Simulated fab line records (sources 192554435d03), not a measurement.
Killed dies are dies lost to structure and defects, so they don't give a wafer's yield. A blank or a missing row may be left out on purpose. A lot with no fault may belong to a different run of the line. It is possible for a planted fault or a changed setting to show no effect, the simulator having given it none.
fab line records | flow n5-finfet
[record] lots = 12 | wafers = 36 | last-day = 18
route steps=1938 shown BEOL_M1@818 PASSIVATION@1925
lots with no fault: from the same line, run without faults
start-h: the number of hours between the record's first day and the start of the first shown wafer of the lot | wait-h: time in hours since the lot's previous step | " same as the row above | L1.1+2: several wafers, shown together as one row | - no value present, or no start provided | * or withheld: withheld | < > ~ a bound
route shown NAME@n: names a module that has steps shown in the file, with the first one's number in the route | usual: mean/standard deviation taken from wafers without a fault | same: alike in all rows | chamber/n: place in a boat | sites: each site's reading | _std_site: the values' standard deviation | _edge_site: inner sites' mean taken away from outer sites' mean | radius-mm: for every site, how far away it sits from the centre of the wafer | mask NAME#n: copy n | behind: the tool/chamber that last shaped the wafer | hold: why the lot went on hold/how many hours it stayed there/how the hold came to an end | device: transistor that didn't switch, given as n, p or np | end of line: at the end of the route, the tests of the same wafers | where a step has no rows: the recipe by itself | killed: count of dies lost to structure and defects at first sort (not the wafer's yield) | map: the dies of a wafer, with x for killed, . for not killed, _ for no die there
set.NAME: the setting as run; set.NAME@STEP: as run at that earlier step | model.NAME: the simulator's own value behind a step, which no gauge read
route steps across a sampled set of lots; one table per step, one row per wafer
services: the hour from which a tool's chamber was out of use, counted from the record's first day as start-h (under 0 if before that day), plus the number of hours and why
[[steps]]
[step N5_BEOL_M1_SPUTTER_81]
[recipe] material = Cu | target-thk-a = 45 | temp-c = -20 | chamber-pressure-pa = 0.07 | power-w = withheld | time-s = 8.29
[usual] throttle-valve-pct = 29.9/1.3
lot.wafer | tool           | chamber | start-h | wait-h | throttle-valve-pct
L425.3    | pvd-sputter-01 | -       | 133.79  | 0.1    | 27.2
L425.5    | "              | -       | "       | "      | 27.1
L425.6    | "              | -       | "       | "      | 28.5
L427.1    | pvd-sputter-01 | -       | 136.19  | 0.1    | 27.2
L427.4    | "              | -       | "       | "      | 28.9
L427.6    | "              | -       | "       | "      | 28.3
L428.2    | pvd-sputter-02 | -       | 148.18  | 0.1    | 30.6
L428.3    | "              | -       | "       | "      | 30.2
L428.4    | "              | -       | "       | "      | 31.0
L429.3    | pvd-sputter-01 | -       | 155.44  | 0.1    | 27.4
L429.4    | "              | -       | "       | "      | 27.3
L429.6    | "              | -       | "       | "      | 29.0
L430.1    | pvd-sputter-03 | -       | 155.98  | 0.1    | 31.3
L430.4    | "              | -       | "       | "      | 31.5
L430.6    | "              | -       | "       | "      | 31.7
L431.1    | pvd-sputter-03 | -       | 161.79  | 0.1    | 30.9
L431.2    | "              | -       | "       | "      | 31.5
L431.3    | "              | -       | "       | "      | 31.7
L432.2    | pvd-sputter-02 | -       | 169.67  | 0.1    | 29.1
L432.4    | "              | -       | "       | "      | 30.0
L432.6    | "              | -       | "       | "      | 30.7
L433.2    | pvd-sputter-02 | -       | 177.69  | 0.1    | 28.9
L433.3    | "              | -       | "       | "      | 30.9
L433.6    | "              | -       | "       | "      | 31.0
L434.1    | pvd-sputter-02 | -       | 183.77  | 0.1    | 30.7
L434.3    | "              | -       | "       | "      | 30.1
L434.6    | "              | -       | "       | "      | 29.1
L442.3    | pvd-sputter-02 | -       | 225.51  | 0.1    | 31.2
L442.4    | "              | -       | "       | "      | 30.1
L442.6    | "              | -       | "       | "      | 30.1
L443.2    | pvd-sputter-02 | -       | 254.30  | 0.1    | 29.1
L443.4    | "              | -       | "       | "      | 31.0
L443.6    | "              | -       | "       | "      | 30.2
L447.2    | pvd-sputter-01 | -       | 267.83  | 0.1    | 28.9
L447.3    | "              | -       | "       | "      | 27.3
L447.5    | "              | -       | "       | "      | 27.2
[step N5_PASSIVATION_CD_MEAS_44]
[recipe] target-cd-nm = 40000 | landing-energy-ev = 500 | detector = se-inlens
[usual] cd-nm = 40001/4.8
lot.wafer | tool      | chamber | start-h | wait-h | cd-nm
L425.3    | cd-sem-03 | 0       | 259.55  | -      | 40004
L425.5    | "         | 0       | "       | "      | 40002
L425.6    | "         | 0       | "       | "      | 40007
L427.1    | cd-sem-01 | 0       | 260.44  | -      | 40003
L427.4    | "         | 0       | "       | "      | 40000
L427.6    | "         | 0       | "       | "      | 40006
L428.2    | cd-sem-02 | 0       | 284.29  | -      | 40005
L428.3    | "         | 0       | "       | "      | 40005
L428.4    | "         | 0       | "       | "      | 40007
L430.1    | cd-sem-02 | 0       | 289.49  | -      | 39998
L430.4    | "         | 0       | "       | "      | 40003
L430.6    | "         | 0       | "       | "      | 40002
L429.3    | cd-sem-01 | 0       | 292.17  | -      | 40008
L429.4    | "         | 0       | "       | "      | 39998
L429.6    | "         | 0       | "       | "      | 40009
L432.2    | cd-sem-01 | 0       | 300.44  | -      | 39999
L432.4    | "         | 0       | "       | "      | 40002
L432.6    | "         | 0       | "       | "      | 39989
L431.1    | cd-sem-02 | 0       | 311.81  | -      | 40004
L431.2    | "         | 0       | "       | "      | 39991
L431.3    | "         | 0       | "       | "      | 39999
L433.2    | cd-sem-02 | 0       | 312.46  | -      | 39986
L433.3    | "         | 0       | "       | "      | 39996
L433.6    | "         | 0       | "       | "      | 39997
L434.1    | cd-sem-02 | 0       | 316.68  | -      | 40004
L434.3    | "         | 0       | "       | "      | 40001
L434.6    | "         | 0       | "       | "      | 40005
L442.3    | cd-sem-01 | 0       | 365.80  | -      | 40008
L442.4    | "         | 0       | "       | "      | 40007
L442.6    | "         | 0       | "       | "      | 40002
L443.2    | cd-sem-01 | 0       | 390.21  | -      | 40005
L443.4    | "         | 0       | "       | "      | 39998
L443.6    | "         | 0       | "       | "      | 39997
L447.2    | cd-sem-01 | 0       | 417.15  | -      | 40004
L447.3    | "         | 0       | "       | "      | 39998
L447.5    | "         | 0       | "       | "      | 40005
[step N5_PASSIVATION_PASS_ETCH_47]
[recipe] chemistry = CF4/O2 | target = SiNx | target-depth-a = 7700 | time-s = 385 | ion-energy-ev = 100 | pressure-mtorr = 40 | source-w = 535 | bias-w = 49 | Ar_flow_sccm = 100 | cf4-flow-sccm = 100 | O2_flow_sccm = 10
[usual] drypump-motor-current-A = 5.7/0.38 | oes-product-au = 0.82/0.077 | rf-vpp-V = 237/6.6 | showerhead-plenum-p-Torr = 2.21/0.087 | throttle-valve-pct = 15.72/0.25
lot.wafer | tool        | chamber | start-h | wait-h | drypump-motor-current-A | oes-product-au | rf-hours-counter-h | rf-vpp-V | showerhead-plenum-p-Torr | throttle-valve-pct
L425.3    | rie-diel-05 | 2       | 259.67  | 0.0    | 5.4                     | 0.71           | 201                | 241      | 2.01                     | 15.84
L425.5    | "           | 3       | "       | "      | 5.5                     | 0.88           | -                  | 234      | 2.17                     | 16.04
L425.6    | "           | 2       | "       | "      | 5.5                     | 0.71           | -                  | 242      | 2.01                     | 15.86
L427.1    | rie-diel-04 | 0       | 260.56  | 0.0    | 5.6                     | 0.81           | 84                 | 242      | 2.33                     | 15.94
L427.4    | "           | 3       | "       | "      | 6.0                     | 0.87           | 46                 | 243      | 2.16                     | 15.52
L427.6    | "           | 0       | "       | "      | 5.6                     | 0.82           | -                  | 243      | 2.33                     | 15.95
L428.2    | rie-diel-04 | 0       | 284.41  | 0.0    | 5.6                     | 0.81           | 93                 | 243      | 2.33                     | 15.96
L428.3    | "           | 1       | "       | "      | 5.4                     | 0.68           | 240                | 238      | 2.26                     | 15.75
L428.4    | "           | 3       | "       | "      | 6.0                     | 0.85           | 54                 | 246      | 2.16                     | 15.50
L430.1    | rie-diel-04 | 0       | 289.63  | 0.0    | 5.6                     | 0.81           | 95                 | 243      | 2.33                     | 15.95
L430.4    | "           | 3       | "       | "      | 6.0                     | 0.84           | 55                 | 245      | 2.16                     | 15.53
L430.6    | "           | 2       | "       | "      | 5.3                     | 0.94           | -                  | 234      | 2.16                     | 15.70
L429.3    | rie-diel-04 | 1       | 293.90  | 0.0    | 5.4                     | 0.68           | 244                | 237      | 2.26                     | 15.75
L429.4    | "           | 0       | "       | "      | 5.6                     | 0.81           | 98                 | 243      | 2.32                     | 15.96
L429.6    | "           | 1       | "       | "      | 5.5                     | 0.68           | -                  | 237      | 2.26                     | 15.75
L432.2    | rie-diel-04 | 1       | 300.57  | 0.0    | 5.5                     | 0.68           | 247                | 238      | 2.26                     | 15.75
L432.4    | "           | 3       | "       | "      | 6.0                     | 0.85           | 62                 | 244      | 2.16                     | 15.55
L432.6    | "           | 1       | "       | "      | 5.4                     | 0.68           | -                  | 237      | 2.26                     | 15.76
L431.1    | rie-diel-05 | 0       | 311.93  | 0.0    | 5.1                     | 0.86           | 48                 | 225      | 2.25                     | 15.47
L431.2    | "           | 2       | "       | "      | 5.5                     | 0.70           | 214                | 242      | 2.01                     | 15.86
L431.3    | "           | 3       | "       | "      | 5.5                     | 0.87           | 56                 | 234      | 2.17                     | 16.05
L433.2    | rie-diel-04 | 0       | 312.58  | 0.0    | 5.6                     | 0.79           | 106                | 242      | 2.32                     | 15.99
L433.3    | "           | 3       | "       | "      | 6.1                     | 0.84           | 67                 | 244      | 2.15                     | 15.55
L433.6    | "           | 0       | "       | "      | 5.6                     | 0.79           | -                  | 243      | 2.32                     | 15.99
L434.1    | rie-diel-05 | 2       | 316.82  | 0.0    | 5.5                     | 0.71           | 215                | 241      | 2.01                     | 15.86
L434.3    | "           | 0       | "       | "      | 5.1                     | 0.86           | 51                 | 223      | 2.25                     | 15.46
L434.6    | "           | 1       | "       | "      | 6.1                     | 0.72           | -                  | 243      | 2.28                     | 16.08
L442.3    | rie-diel-02 | 0       | 366.35  | 0.0    | 6.1                     | 0.89           | 30                 | 232      | 2.34                     | 15.41
L442.4    | "           | 3       | "       | "      | 6.6                     | 0.92           | 19                 | 232      | 2.16                     | 15.27
L442.6    | "           | 0       | "       | "      | 6.1                     | 0.90           | -                  | 233      | 2.34                     | 15.40
L443.2    | rie-diel-02 | 1       | 390.33  | 0.0    | 5.9                     | 0.80           | 93                 | 248      | 2.21                     | 15.52
L443.4    | "           | 0       | "       | "      | 6.1                     | 0.88           | 38                 | 232      | 2.34                     | 15.44
L443.6    | "           | 1       | "       | "      | 5.9                     | 0.81           | -                  | 246      | 2.21                     | 15.54
L447.2    | rie-diel-04 | 0       | 417.57  | 0.0    | 5.6                     | 0.76           | 148                | 243      | 2.31                     | 16.06
L447.3    | "           | 1       | "       | "      | 5.5                     | 0.87           | 40                 | 236      | 2.24                     | 15.38
L447.5    | "           | 1       | "       | "      | 5.5                     | 0.87           | -                  | 236      | 2.24                     | 15.37
[step N5_PASSIVATION_PROBE_49]
[usual] defect-limited-yield = 91.2/1.6 | killed_at_M0_to_M3 = 34/11 | killed_at_M4_up = 13/5.2 | killed-at-contacts = 13/6.3 | killed-at-front-end = 40/14 | killed-at-other = 3.2/2.4 | killed-dies = 104/19 | killed-open = 69/14 | killed-short = 32/7.5 | sort_bin_5_function = 5.3/1.1 | sort_bin_6_memory = 3.2/0.73 | sort_bin_8_speed = 0.01/0.038 | sort-n-pass = 1076/19 | sort-yield-pct = 91.2/1.6
[same] gross-dies = 1180 | killed-at-back-side = 0 | sort_bin_4_leakage[%] = 0
lot.wafer | tool      | chamber | start-h | wait-h | defect-limited-yield[%] | killed_at_M0_to_M3 | killed_at_M4_up | killed-at-contacts | killed-at-front-end | killed-at-other | killed-dies | killed-open | killed-short | sort_bin_5_function[%] | sort_bin_6_memory[%] | sort_bin_8_speed[%] | sort-n-pass | sort-yield-pct[%]
L425.3    | prober-02 | -       | 262.79  | 0.1    | 92.5                    | 17                 | 19              | 24                 | 29                  | 0               | 89          | 61          | 25           | 5.8                    | 1.6                  | 0                   | 1091        | 92.5
L425.5    | prober-02 | -       | 262.89  | 0.2    | 93.2                    | 23                 | 9               | 20                 | 26                  | 2               | 80          | 47          | 32           | 3.8                    | 2.7                  | 0                   | 1100        | 93.2
L425.6    | prober-02 | -       | 262.94  | 0.3    | 94.9                    | 21                 | 5               | 10                 | 17                  | 7               | 60          | 32          | 25           | 3.1                    | 2.0                  | 0                   | 1120        | 94.9
L427.1    | prober-02 | -       | 264.15  | 0.0    | 91.9                    | 26                 | 19              | 12                 | 38                  | 0               | 95          | 64          | 28           | 5.3                    | 2.7                  | 0.08                | 1084        | 91.9
L427.4    | prober-02 | -       | 264.30  | 0.2    | 90.9                    | 20                 | 12              | 22                 | 50                  | 3               | 107         | 81          | 26           | 6.3                    | 2.7                  | 0                   | 1073        | 90.9
L427.6    | prober-02 | -       | 264.40  | 0.3    | 93.6                    | 16                 | 18              | 13                 | 26                  | 3               | 76          | 53          | 20           | 3.6                    | 2.6                  | 0                   | 1104        | 93.6
L428.2    | prober-01 | -       | 287.47  | 0.1    | 90.9                    | 32                 | 14              | 17                 | 42                  | 2               | 107         | 73          | 34           | 5.0                    | 3.7                  | 0                   | 1073        | 90.9
L428.3    | prober-01 | -       | 287.52  | 0.1    | 90.8                    | 43                 | 18              | 21                 | 26                  | 1               | 109         | 79          | 29           | 5.3                    | 3.7                  | 0                   | 1071        | 90.8
L428.4    | prober-01 | -       | 287.57  | 0.2    | 91.0                    | 26                 | 13              | 23                 | 42                  | 2               | 106         | 68          | 38           | 5.3                    | 3.4                  | 0                   | 1074        | 91.0
L430.1    | prober-02 | -       | 292.63  | 0.0    | 90.6                    | 38                 | 7               | 9                  | 49                  | 8               | 111         | 74          | 36           | 5.7                    | 3.3                  | 0                   | 1069        | 90.6
L430.4    | prober-02 | -       | 292.78  | 0.2    | 91.3                    | 30                 | 9               | 6                  | 56                  | 2               | 103         | 75          | 28           | 5.4                    | 2.8                  | 0                   | 1077        | 91.3
L430.6    | prober-02 | -       | 292.88  | 0.3    | 91.6                    | 29                 | 20              | 2                  | 47                  | 1               | 99          | 69          | 23           | 4.7                    | 3.5                  | 0                   | 1081        | 91.6
L433.2    | prober-02 | -       | 315.64  | 0.1    | 91.1                    | 25                 | 9               | 16                 | 54                  | 1               | 105         | 74          | 30           | 5.1                    | 3.2                  | 0                   | 1075        | 91.1
L433.3    | prober-02 | -       | 315.69  | 0.1    | 92.0                    | 37                 | 14              | 6                  | 32                  | 5               | 94          | 66          | 28           | 4.8                    | 2.8                  | 0                   | 1086        | 92.0
L433.6    | prober-02 | -       | 315.84  | 0.3    | 92.3                    | 41                 | 5               | 7                  | 31                  | 7               | 91          | 66          | 23           | 4.3                    | 3.1                  | 0                   | 1089        | 92.3
L434.1    | prober-02 | -       | 319.85  | 0.0    | 90.4                    | 53                 | 11              | 13                 | 34                  | 2               | 113         | 70          | 41           | 6.0                    | 3.3                  | 0                   | 1067        | 90.4
L434.3    | prober-02 | -       | 319.95  | 0.1    | 92.4                    | 26                 | 12              | 23                 | 28                  | 1               | 90          | 60          | 27           | 4.6                    | 2.9                  | 0.08                | 1089        | 92.3
L434.6    | prober-02 | -       | 320.10  | 0.3    | 90.3                    | 43                 | 9               | 20                 | 39                  | 3               | 114         | 82          | 30           | 5.5                    | 3.8                  | 0                   | 1066        | 90.3
L442.3    | prober-01 | -       | 369.46  | 0.1    | 81.5                    | 148                | 15              | 16                 | 37                  | 2               | 218         | 58          | 36           | 11.0                   | 3.6                  | 0                   | 962         | 81.5
L442.4    | prober-01 | -       | 369.51  | 0.2    | 80.0                    | 180                | 20              | 14                 | 22                  | 0               | 236         | 62          | 27           | 11.3                   | 4.7                  | 0                   | 944         | 80.0
L442.6    | prober-01 | -       | 369.61  | 0.3    | 79.3                    | 183                | 13              | 15                 | 29                  | 4               | 244         | 57          | 33           | 12.6                   | 4.9                  | 0                   | 936         | 79.3
L443.2    | prober-01 | -       | 393.39  | 0.1    | 77.0                    | 187                | 12              | 26                 | 44                  | 2               | 271         | 84          | 42           | 13.0                   | 5.7                  | 0                   | 909         | 77.0
L443.4    | prober-01 | -       | 393.49  | 0.2    | 83.6                    | 131                | 12              | 18                 | 30                  | 3               | 194         | 49          | 26           | 10.3                   | 2.8                  | 0                   | 986         | 83.6
L443.6    | prober-01 | -       | 393.59  | 0.3    | 81.9                    | 170                | 8               | 14                 | 20                  | 1               | 213         | 44          | 16           | 11.4                   | 3.5                  | 0                   | 967         | 81.9
// killed by level:class
L425.3 MOL_CONTACT_COAG:geometric-particle:open=17 FIN_SAQP:geometric-particle:short=8 BEOL_M3:geometric-particle:open=6 MOL_CONTACT_COAG:geometric-particle:short=6 FIN_SAQP:geometric-particle:open=5 DUMMY_GATE:geometric-particle:open=5 BEOL_M4:geometric-particle:open=5 ILD0:geometric-particle:open=4
L425.5 MOL_CONTACT_COAG:geometric-particle:open=18 FIN_SAQP:geometric-particle:short=7 DUMMY_GATE:geometric-particle:open=6 BEOL_M0_SAQP:geometric-particle:short=6 BEOL_M0_SAQP:geometric-particle:open=5 FIN_SAQP:geometric-particle:open=4 GATE_CUT:geometric-particle:short=3 BEOL_M3:geometric-particle:open=3
L425.6 BEOL_M0_SAQP:geometric-particle:short=7 MOL_CONTACT_COAG:geometric-particle:open=6 STI_FIN_REVEAL:geometric-particle:open=5 BEOL_M3:geometric-particle:open=5 STARTING-WAFER:geometric-particle:open=5 MOL_CONTACT_COAG:geometric-particle:short=4 PASS1_CAP:geometric-particle:short=4 BEOL_M0_SAQP:geometric-particle:open=3
L427.1 MOL_CONTACT_COAG:geometric-particle:open=11 FIN_SAQP:geometric-particle:short=9 FIN_SAQP:geometric-particle:open=7 DUMMY_GATE:geometric-particle:open=5 BEOL_M0_SAQP:geometric-particle:open=5 BEOL_M2:geometric-particle:open=5 BEOL_M4:geometric-particle:open=5 BEOL_M0:geometric-particle:open=4
L427.4 MOL_CONTACT_COAG:geometric-particle:open=18 FIN_SAQP:geometric-particle:open=12 BEOL_M2:geometric-particle:open=10 FIN_SAQP:geometric-particle:short=8 STI_FIN_REVEAL:geometric-particle:open=6 DUMMY_GATE:geometric-particle:open=5 STARTING-WAFER:geometric-particle:open=5 MOL_CONTACT_COAG:geometric-particle:short=4
L427.6 MOL_CONTACT_COAG:geometric-particle:open=11 BEOL_M4:geometric-particle:open=8 FIN_SAQP:geometric-particle:open=7 BEOL_M2:geometric-particle:open=7 STI_FIN_REVEAL:geometric-particle:open=6 BEOL_M5:geometric-particle:open=4 DUMMY_GATE:geometric-particle:short=3 BEOL_M0_SAQP:geometric-particle:short=3
L428.2 MOL_CONTACT_COAG:geometric-particle:open=12 BEOL_M2:geometric-particle:open=11 FIN_SAQP:geometric-particle:open=10 FIN_SAQP:geometric-particle:short=7 BEOL_M4:geometric-particle:open=6 BEOL_M0_SAQP:geometric-particle:open=6 STI_FIN_REVEAL:geometric-particle:open=5 MOL_CONTACT_COAG:geometric-particle:short=5
L428.3 MOL_CONTACT_COAG:geometric-particle:open=20 BEOL_M1:geometric-particle:open=12 BEOL_M0_SAQP:geometric-particle:open=12 BEOL_M0_SAQP:geometric-particle:short=8 STI_FIN_REVEAL:geometric-particle:open=5 BEOL_M4:geometric-particle:open=5 BEOL_M2:geometric-particle:open=4 FIN_SAQP:geometric-particle:short=3
L428.4 MOL_CONTACT_COAG:geometric-particle:open=20 FIN_SAQP:geometric-particle:open=8 BEOL_M2:geometric-particle:open=8 FIN_SAQP:geometric-particle:short=8 STI_FIN_REVEAL:geometric-particle:open=6 BEOL_M0_SAQP:geometric-particle:open=6 GATE_CUT:geometric-particle:short=5 STI_FIN_REVEAL:geometric-particle:short=4
L430.1 FIN_SAQP:geometric-particle:open=17 BEOL_M1:geometric-particle:open=9 BEOL_M3:geometric-particle:open=8 FIN_SAQP:geometric-particle:short=7 MOL_CONTACT_COAG:geometric-particle:open=6 STI_FIN_REVEAL:geometric-particle:open=5 BEOL_M0_SAQP:geometric-particle:short=5 BEOL_M0:geometric-particle:open=5
L430.4 FIN_SAQP:geometric-particle:open=13 FIN_SAQP:geometric-particle:short=10 STI_FIN_REVEAL:geometric-particle:open=9 BEOL_M1:geometric-particle:open=9 BEOL_M3:geometric-particle:open=7 BEOL_M0_SAQP:geometric-particle:open=7 MOL_CONTACT_COAG:geometric-particle:open=4 BEOL_M5:geometric-particle:open=4
L430.6 STI_FIN_REVEAL:geometric-particle:open=12 BEOL_M3:geometric-particle:open=10 FIN_SAQP:geometric-particle:open=9 FIN_SAQP:geometric-particle:short=7 STARTING-WAFER:geometric-particle:open=7 BEOL_M1:geometric-particle:open=6 BEOL_M2:geometric-particle:open=5 DUMMY_GATE:geometric-particle:open=3
L433.2 MOL_CONTACT_COAG:geometric-particle:open=14 FIN_SAQP:geometric-particle:open=13 FIN_SAQP:geometric-particle:short=10 STI_FIN_REVEAL:geometric-particle:open=6 BEOL_M0:geometric-particle:open=6 ILD0:geometric-particle:short=5 GATE_CUT:geometric-particle:short=5 BEOL_M3:geometric-particle:open=5
L433.3 BEOL_M2:geometric-particle:open=12 BEOL_M4:geometric-particle:open=10 DUMMY_GATE:geometric-particle:open=5 GATE_CUT:geometric-particle:short=5 GATE_CUT:geometric-particle:open=5 MOL_CONTACT_COAG:geometric-particle:open=5 BEOL_M0_SAQP:geometric-particle:short=5 BEOL_M0:geometric-particle:open=5
L433.6 BEOL_M1:geometric-particle:open=14 FIN_SAQP:geometric-particle:open=10 BEOL_M0_SAQP:geometric-particle:open=7 BEOL_M2:geometric-particle:open=6 FIN_SAQP:geometric-particle:short=5 DUMMY_GATE:geometric-particle:open=4 MOL_CONTACT_COAG:geometric-particle:open=4 BEOL_M0:geometric-particle:open=4
L434.1 BEOL_M1:geometric-particle:open=11 BEOL_M2:geometric-particle:open=10 MOL_CONTACT_COAG:geometric-particle:open=9 FIN_SAQP:geometric-particle:open=7 BEOL_M2:geometric-particle:short=6 DUMMY_GATE:geometric-particle:open=5 BEOL_M0_SAQP:geometric-particle:open=5 BEOL_M3:geometric-particle:open=5
L434.3 MOL_CONTACT_COAG:geometric-particle:open=15 BEOL_M2:geometric-particle:open=9 MOL_CONTACT_COAG:geometric-particle:short=8 BEOL_M4:geometric-particle:open=6 FIN_SAQP:geometric-particle:open=5 GATE_CUT:geometric-particle:open=4 GATE_CUT:geometric-particle:short=4 BEOL_M0_SAQP:geometric-particle:short=4
L434.6 BEOL_M2:geometric-particle:open=16 MOL_CONTACT_COAG:geometric-particle:open=13 STI_FIN_REVEAL:geometric-particle:open=9 BEOL_M0:geometric-particle:open=9 GATE_CUT:geometric-particle:short=7 MOL_CONTACT_COAG:geometric-particle:short=7 BEOL_M1:geometric-particle:open=6 BEOL_M3:geometric-particle:open=6
L442.3 BEOL_M1:unspecified=121 MOL_CONTACT_COAG:geometric-particle:open=12 FIN_SAQP:geometric-particle:short=7 BEOL_M4:geometric-particle:open=7 GATE_CUT:geometric-particle:short=7 BEOL_M1:geometric-particle:open=6 STI_FIN_REVEAL:geometric-particle:open=5 DUMMY_GATE:geometric-particle:open=5
L442.4 BEOL_M1:unspecified=142 BEOL_M2:geometric-particle:open=12 BEOL_M4:geometric-particle:open=9 MOL_CONTACT_COAG:geometric-particle:short=8 BEOL_M3:geometric-particle:open=7 FIN_SAQP:geometric-particle:open=6 MOL_CONTACT_COAG:geometric-particle:open=5 BEOL_M0_SAQP:geometric-particle:open=5
L442.6 BEOL_M1:unspecified=148 MOL_CONTACT_COAG:geometric-particle:open=10 STI_FIN_REVEAL:geometric-particle:open=10 BEOL_M0_SAQP:geometric-particle:open=8 BEOL_M0_SAQP:geometric-particle:short=8 BEOL_M2:geometric-particle:short=7 BEOL_M2:geometric-particle:open=6 MOL_CONTACT_COAG:geometric-particle:short=5
L443.2 BEOL_M1:unspecified=141 MOL_CONTACT_COAG:geometric-particle:open=19 FIN_SAQP:geometric-particle:short=13 BEOL_M3:geometric-particle:open=10 FIN_SAQP:geometric-particle:open=7 STI_FIN_REVEAL:geometric-particle:open=7 MOL_CONTACT_COAG:geometric-particle:short=7 BEOL_M0_SAQP:geometric-particle:short=7
L443.4 BEOL_M1:unspecified=110 MOL_CONTACT_COAG:geometric-particle:open=15 HKMG_FIN:area-etch=6 BEOL_M4:geometric-particle:open=5 DUMMY_GATE:geometric-particle:open=4 BEOL_M2:geometric-particle:short=4 BEOL_M3:geometric-particle:open=4 STI_FIN_REVEAL:geometric-particle:open=3
L443.6 BEOL_M1:unspecified=152 MOL_CONTACT_COAG:geometric-particle:open=11 BEOL_M1:geometric-particle:open=7 STI_FIN_REVEAL:geometric-particle:open=4 BEOL_M0_SAQP:geometric-particle:open=4 GATE_CUT:geometric-particle:short=3 MOL_CONTACT_COAG:geometric-particle:short=3 FIN_SAQP:geometric-particle:open=2
[[services]]
tool           | chamber | start-h | hours | kind
rie-diel-04    | 3       | 117.89  | -     | clean
rie-diel-04    | 3       | 117.89  | -     | consumable-replace:focus-ring
rie-diel-04    | 3       | 117.89  | 23.5  | scheduled-down
rie-diel-04    | 3       | 117.89  | 23.5  | vent-cycle
rie-diel-04    | 3       | 143.18  | 13.8  | repair
rie-diel-05    | -       | 164.14  | 0.3   | repair
rie-diel-05    | -       | 171.64  | 2.2   | repair
rie-diel-02    | 3       | 173.21  | 5.4   | repair
rie-diel-04    | 1       | 175.48  | 62.1  | repair
rie-diel-05    | 3       | 201.47  | 13.7  | repair
rie-diel-05    | 2       | 219.41  | 2.6   | repair
rie-diel-02    | 3       | 230.91  | 5.1   | repair
rie-diel-04    | 2       | 237.62  | -     | clean
rie-diel-04    | 2       | 237.62  | -     | consumable-replace:focus-ring
rie-diel-04    | 2       | 237.62  | 14.2  | scheduled-down
rie-diel-04    | 2       | 237.62  | 14.2  | vent-cycle
rie-diel-05    | -       | 291.28  | 14.6  | pm
rie-diel-04    | 1       | 306.00  | -     | clean
rie-diel-04    | 3       | 317.19  | 18.4  | repair
rie-diel-02    | 2       | 328.01  | 2.4   | repair
rie-diel-04    | 3       | 352.07  | 12.2  | repair
pvd-sputter-03 | -       | 394.19  | 6.1   | repair
pvd-sputter-01 | -       | 401.18  | 5.6   | repair
rie-diel-04    | 2       | 402.76  | 9.1   | repair
[[key]]
[first-sign] step = N5_PASSIVATION_PROBE_49 | reading = killed_at_M0_to_M3 | direction = up | sigmas = 12 | usual = 34 | struck = 166
[effect] step = N5_PASSIVATION_PROBE_49 | reading = defect-limited-yield | direction = down | sigmas = 6.6 | usual = 91.2 | struck = 80.6
[more-kills-born-at] N5_BEOL_M1_SPUTTER_81@pvd-sputter-02 = 814
met-at N5_BEOL_M1_SPUTTER_81
struck-lots L442,L443
not-acting-at N5_PASSIVATION_CD_MEAS_44,N5_PASSIVATION_PASS_ETCH_47
onset-between 183.77 225.51
[fault] kind = chamber-particle-source | tool = pvd-sputter-02 | chamber = - | onset-h = 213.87 | steps = N5_BEOL_M1_SPUTTER_81 | rate-per-visit-cm2 = 1.5952 | end-h = 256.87
